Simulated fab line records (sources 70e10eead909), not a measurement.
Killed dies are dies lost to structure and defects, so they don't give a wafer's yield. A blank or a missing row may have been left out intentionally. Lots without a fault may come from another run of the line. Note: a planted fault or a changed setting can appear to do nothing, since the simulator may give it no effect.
A lot that was struck, set against a sound lot    flow nand_harc    15 out of 1302 route steps
Sound: the wafers L971.1, L971.5, L971.6. Struck: wafer L980.6 (L980.4, L980.5, from the same lot, were not struck and are left out); the cause is given at the end.
Each step with rows lists, per side, the tool, then ch with its chambers, then its first start. Under that, the readings that differ: sound wafers    struck wafers    difference of the means    sigmas: that difference in standard deviations of wafers without a fault.
alike: a reading whose means differ by less than 2 such deviations, as well as words and numbers matching on both sides. not compared: withheld readings; readings where some wafer has no value; bounds like >300 that might hide an equal value; numbers whose values overlap and for which the record gives no deviation.
The two part at a step that has a row with sigmas, a row that says differs or no value, or rows on one side only. When numbers do not overlap yet have no deviation, they are printed without sigmas and do not part them. A reading missing from all wafers of one side parts the sides only when that side holds two or more wafers.

first, 1 step without rows for these wafers: NHARC_A_ONON_D1_DEP_03 (target thk 1000 nm).
NHARC_A_ONON_D1_THK_MEAS_05: measures by ellipsometry.
  sound on film_metro-01 at day 10 08:22; struck on film_metro-01 at day 13 21:32
  alike: thk_nm
next comes 1 step that has no rows for these wafers: NHARC_A_ONON_D1_DEP_06 (target thickness 1000 nm).
NHARC_A_ONON_D1_THK_MEAS_08: measures by ellipsometry.
  sound on film_metro-01 at day 10 08:56; struck on film_metro-01 at day 13 22:05
  alike: thk_nm
next comes 1 step that has no rows for these wafers: NHARC_A_ONON_D1_DEP_09 (target thickness 1000 nm).
NHARC_A_ONON_D1_THK_MEAS_11: measures by ellipsometry.
  sound on film_metro-01 at day 10 09:31; struck on film_metro-01 at day 13 22:39
  alike: thk_nm
next comes 1 step that has no rows for these wafers: NHARC_A_ONON_D1_DEP_12 (target thickness 1000 nm).
NHARC_A_ONON_D1_THK_MEAS_14: measures by ellipsometry.
  sound on film_metro-02 at day 10 10:05; struck on film_metro-01 at day 13 23:13
  alike: thk_nm
then, 2 steps without rows for these wafers: NHARC_A_ONON_D1_ANNEAL_15 (time 3600 s); NHARC_A_ONON_D1_DEP_16 (target thk 1000 nm).
NHARC_A_ONON_D1_THK_MEAS_18: measures by ellipsometry.
  sound on film_metro-02 at day 10 20:08; struck on film_metro-01 at day 14 09:59
  alike: thk_nm
NHARC_A_ONON_D1_DEP_19: target thk 1000 nm.
  sound on pecvd_onon-04 ch 0, day 10 20:12; struck on pecvd_onon-03 ch 0, day 14 10:13
NHARC_A_ONON_D1_THK_MEAS_21: measures by ellipsometry.
  sound on film_metro-02 at day 10 20:43; struck on film_metro-01 at day 14 10:33
reading      sound           struck  difference  sigmas
thk_nm (nm)  1016 1018 1018  1162    +145        +14
next comes 1 step that has no rows for these wafers: NHARC_A_ONON_D1_DEP_22 (target thickness 1000 nm).
-- the record jumps here: 17 days lie between the struck wafers' starts before and after (it left off in module A_ONON_D1 and takes up again in module END, whose first step shown is number 1302 of the route) --
NHARC_END_SORT_01:
  only the struck wafers appear in the record here, on prober-02 ch 0 at day 31 06:33; the sound ones have no rows

== WHERE THEY PART ==
At NHARC_A_ONON_D1_THK_MEAS_21 first; at NHARC_END_SORT_01 last (within this record only).

WHY: what had been put in by the simulator
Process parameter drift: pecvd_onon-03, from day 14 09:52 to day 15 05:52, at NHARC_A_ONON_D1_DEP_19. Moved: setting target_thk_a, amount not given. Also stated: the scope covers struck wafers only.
